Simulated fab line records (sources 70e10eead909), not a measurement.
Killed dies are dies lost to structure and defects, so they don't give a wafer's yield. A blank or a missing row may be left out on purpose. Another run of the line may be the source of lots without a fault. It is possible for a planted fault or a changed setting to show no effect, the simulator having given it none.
A single fault, viewed from 2 desks / flow nand-harc / each desk holds nothing but its own numbers, with what lay behind them at the end

== THE TOOL OWNER'S DESK: litho-track-06 ==
The tool's own readings at NHARC_P_CONTACT_DEVELOP_11 (develop time 35 s): means of the sampled wafers that have a number, for each lot that ran on this tool. If a lot's mean is further than 4 standard deviations from the usual mean, the lot is out of limits and carries the mark OUT (the distance appears in the brackets).
Columns: A = chill-plate-temp-C at NHARC_P_CONTACT_DEVELOP_11, usual 23.02 C
lot=L379; first seen here=day 7 03:00; A=23.08
lot=L381; first seen here=day 7 19:00; A=22.88
lot=L385; first seen here=day 9 18:00; A=23.25
lot=L388; first seen here=day 10 21:00; A=22.94
lot=L392; first seen here=day 12 11:00; A=23.03
lot=L393; first seen here=day 12 19:00; A=23.07
Result from this desk: across the 6 lots, nothing is out of limits.

== METROLOGY DESK ==
What the gauges read for every lot (on any tool): the sampled wafers with a number, averaged. If a lot's mean is further than 4 standard deviations from the usual mean, the lot is out of limits and carries the mark OUT (the distance appears in the brackets).
Columns: A = cd-nm at NHARC_P_CONTACT_CD_MEAS_12, usual 90.3 nm
lot=L377; first seen here=day 6 08:05; A=89.9
lot=L378; first seen here=day 6 13:03; A=90.0
lot=L379; first seen here=day 7 03:25; A=90.4
lot=L380; first seen here=day 7 12:41; A=90.6
lot=L381; first seen here=day 7 19:50; A=89.9
lot=L384; first seen here=day 9 09:32; A=90.8
lot=L385; first seen here=day 9 18:06; A=91.0
lot=L386; first seen here=day 10 11:58; A=89.9
lot=L387; first seen here=day 10 19:47; A=90.1
lot=L388; first seen here=day 10 21:11; A=90.6
lot=L392; first seen here=day 12 11:50; A=91.2
lot=L391; first seen here=day 12 12:37; A=90.5
lot=L393; first seen here=day 12 19:53; A=91.1
Result from this desk: across the 13 lots, nothing is out of limits.

== ALL TOGETHER ==
Nothing out of limits was seen by the tool owner's desk.
From the metrology desk's view, nothing was out of limits.

== WHAT HAD BEEN PUT IN BY THE SIMULATOR ==
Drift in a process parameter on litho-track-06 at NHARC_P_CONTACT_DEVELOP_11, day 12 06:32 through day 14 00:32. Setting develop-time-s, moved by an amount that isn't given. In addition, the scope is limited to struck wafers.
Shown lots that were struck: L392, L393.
